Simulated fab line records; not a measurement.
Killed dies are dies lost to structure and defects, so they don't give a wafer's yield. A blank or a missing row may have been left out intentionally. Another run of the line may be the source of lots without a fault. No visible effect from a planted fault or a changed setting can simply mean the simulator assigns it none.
A single fault, viewed from 2 desks || flow nand harc || each desk has only its own numbers; what lay behind them comes last

METROLOGY DESK
Means of the sampled wafers that have a number, per lot and without regard to the tool the lot ran on: this is what the gauges read. A lot is out of limits, marked OUT, if its mean lies more than 4 standard deviations from the usual mean; the brackets give that distance.
Columns: A = overlay x nm at NHARC_A_CONTACT_OVL_MEAS_09, usual 0.0 nm; B = overlay y nm at NHARC_A_CONTACT_OVL_MEAS_09, usual -0.2 nm
{"lot": "L399", "first seen here": "day 23 10:16", "A": 0.1, "B": -0.7}
{"lot": "L398", "first seen here": "day 23 11:25", "A": -0.5, "B": -1.7}
{"lot": "L401", "first seen here": "day 24 01:43", "A": 1.4, "B": -0.5}
{"lot": "L400", "first seen here": "day 24 02:40", "A": 0.1, "B": -0.6}
{"lot": "L403", "first seen here": "day 25 05:44", "A": 1.0, "B": -1.3}
{"lot": "L405", "first seen here": "day 25 18:18", "A": -0.6, "B": -0.8}
{"lot": "L406", "first seen here": "day 25 22:37", "A": 0.6, "B": -0.1}
{"lot": "L407", "first seen here": "day 26 12:54", "A": 0.4, "B": 0.4}
{"lot": "L410", "first seen here": "day 26 22:21", "A": 0.9, "B": -0.7}
{"lot": "L409", "first seen here": "day 27 07:34", "A": -0.5, "B": 1.0}
{"lot": "L411", "first seen here": "day 27 18:31", "A": -0.3, "B": 0.2}
{"lot": "L412", "first seen here": "day 28 04:14", "A": 0.6, "B": -0.2}
{"lot": "L419", "first seen here": "day 31 07:38", "A": -0.2, "B": 0.2}
{"lot": "L421", "first seen here": "day 32 06:02", "A": -1.0, "B": 0.2}
This desk's verdict: no lot among the 14 shows anything out of limits.

TOOL OWNER'S DESK, litho track-04
Per lot that ran on this tool, the mean of the sampled wafers carrying a number, from the tool's own readings at NHARC_A_CONTACT_SOFTBAKE_03 (time 55 s). A lot is out of limits, marked OUT, if its mean lies more than 4 standard deviations from the usual mean; the brackets give that distance.
Columns: A = heater power total W at NHARC_A_CONTACT_SOFTBAKE_03, usual 188.45 W; B = plate temp C at NHARC_A_CONTACT_SOFTBAKE_03, usual 104.96 C
{"lot": "L403", "first seen here": "day 25 05:00", "A": 188.36, "B": 104.93}
{"lot": "L406", "first seen here": "day 25 22:00", "A": 188.53, "B": 105.25}
{"lot": "L407", "first seen here": "day 26 12:00", "A": 188.41, "B": 105.12}
{"lot": "L410", "first seen here": "day 26 21:00", "A": 188.41, "B": 105.02}
{"lot": "L419", "first seen here": "day 31 07:00", "A": "323.08 (+99 or more) OUT", "B": "-"}
{"lot": "L421", "first seen here": "day 32 05:00", "A": "323.21 (+99 or more) OUT", "B": "-"}
This desk's finding: out of limits on L419, L421; first on L419, day 31 07:00 (heater power total W at NHARC_A_CONTACT_SOFTBAKE_03). L403, L406, L407, L410: within limits.

PUT TOGETHER
The tool owner's desk had the chance to raise an alarm at day 31 07:00 on L419, L421.
Metrology desk: nothing out of limits seen.
The metrology desk holds a record of L419, L421, inside its limits.
The lots listed all ran NHARC_A_CONTACT_SOFTBAKE_03 on litho track-04.

WHAT THE SIMULATOR HAD PUT IN
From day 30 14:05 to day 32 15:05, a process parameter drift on litho track-04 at NHARC_A_CONTACT_SOFTBAKE_03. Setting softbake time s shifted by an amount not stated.
Shown lots that were struck: L419, L421.
Delay in hours, fault start to first out-of-limits reading, by desk: the tool owner's desk at 17.
